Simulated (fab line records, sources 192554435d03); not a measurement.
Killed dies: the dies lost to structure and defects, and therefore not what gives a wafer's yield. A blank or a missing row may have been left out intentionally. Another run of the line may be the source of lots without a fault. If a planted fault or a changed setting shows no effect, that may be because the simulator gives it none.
A single fault, viewed from 2 desks -- flow n5_finfet -- each desk has only its own numbers; what lay behind them comes last

## METROLOGY DESK
What the gauges read, lot by lot, whatever tool the lot ran on: means of the sampled wafers that have a number. A lot is out of limits, marked OUT, if its mean lies more than 4 standard deviations from the usual mean; the brackets give that distance. It has 10 readings; the 7 that lie furthest out on some lot are the ones shown.
Columns: A = DIBL_P at N5_BEOL_M4_RC_MEAS_101, usual 36.2 mV/V; B = IOFF_N at N5_BEOL_M4_RC_MEAS_101, usual 0.16 nA/um; C = IOFF_P at N5_BEOL_M4_RC_MEAS_101, usual 0.21 nA/um; D = ION_N at N5_BEOL_M4_RC_MEAS_101, usual 673 uA/um; E = SS_P at N5_BEOL_M4_RC_MEAS_101, usual 73.2 mV/dec; F = VT_N at N5_BEOL_M4_RC_MEAS_101, usual 250 mV; G = VT_P at N5_BEOL_M4_RC_MEAS_101, usual -251 mV
lot,first seen here,A,B,C,D,E,F,G
L787,day 7 23:13,38.2,0.17,0.22,672,73.6,247,-250
L789,day 8 07:13,40.2,0.25,0.31,699,74.4,241,-244
L798,day 11 04:16,36.7,0.15,0.19,675,73.0,251,-253
L800,day 11 04:55,36.8,0.14,0.22,664,72.9,251,-248
L803,day 12 13:05,36.0,0.16,0.22,674,73.1,250,-249
L805,day 12 23:57,34.8,0.15,0.20,671,72.9,248,-252
L808,day 13 15:37,35.9,0.15,0.21,671,72.7,251,-251
L809,day 13 17:47,35.8,0.14,0.16,668,73.4,253,-258
This desk found nothing out of limits on any of the 8 lots.

## AT THE TOOL OWNER'S DESK: rie_diel-02
The tool's own readings at N5_BEOL_M0_SAQP_ETCH_101 (etches SiNx in CH3F/O2, target depth 29.9 nm, time 42.7 s): means of the sampled wafers that have a number, for each lot that ran on this tool. A lot is out of limits, marked OUT, if its mean lies more than 4 standard deviations from the usual mean; the brackets give that distance. It has 8 readings; the 7 that lie furthest out on some lot are the ones shown.
Columns: A = CH3F_flow_sccm at N5_BEOL_M0_SAQP_ETCH_101, usual 30.00 sccm; B = drypump_motor_current_A at N5_BEOL_M0_SAQP_ETCH_101, usual 5.5 A; C = mfc_ar_sccm at N5_BEOL_M0_SAQP_ETCH_101, usual 149.9 sccm; D = oes_product_au at N5_BEOL_M0_SAQP_ETCH_101, usual 0.79 a.u.; E = rf_vpp_V at N5_BEOL_M0_SAQP_ETCH_101, usual 299 V; F = showerhead_plenum_p_Torr at N5_BEOL_M0_SAQP_ETCH_101, usual 2.05 Torr; G = throttle_valve_pct at N5_BEOL_M0_SAQP_ETCH_101, usual 16.44 %
lot,first seen here,A,B,C,D,E,F,G
L787,day 5 21:40,30.12,5.1,149.7,0.71,300,1.96,16.57
L789,day 6 07:43,29.88,5.1,149.5,0.71,301,1.96,16.57
L798,day 8 19:29,29.96,5.3,150.0,0.99,300,2.11,16.39
This desk found nothing out of limits on any of the 3 lots.

## TAKEN TOGETHER
Metrology desk: nothing out of limits seen.
The desk of the tool owner found nothing out of limits.

## WHAT THE SIMULATOR HAD INSERTED
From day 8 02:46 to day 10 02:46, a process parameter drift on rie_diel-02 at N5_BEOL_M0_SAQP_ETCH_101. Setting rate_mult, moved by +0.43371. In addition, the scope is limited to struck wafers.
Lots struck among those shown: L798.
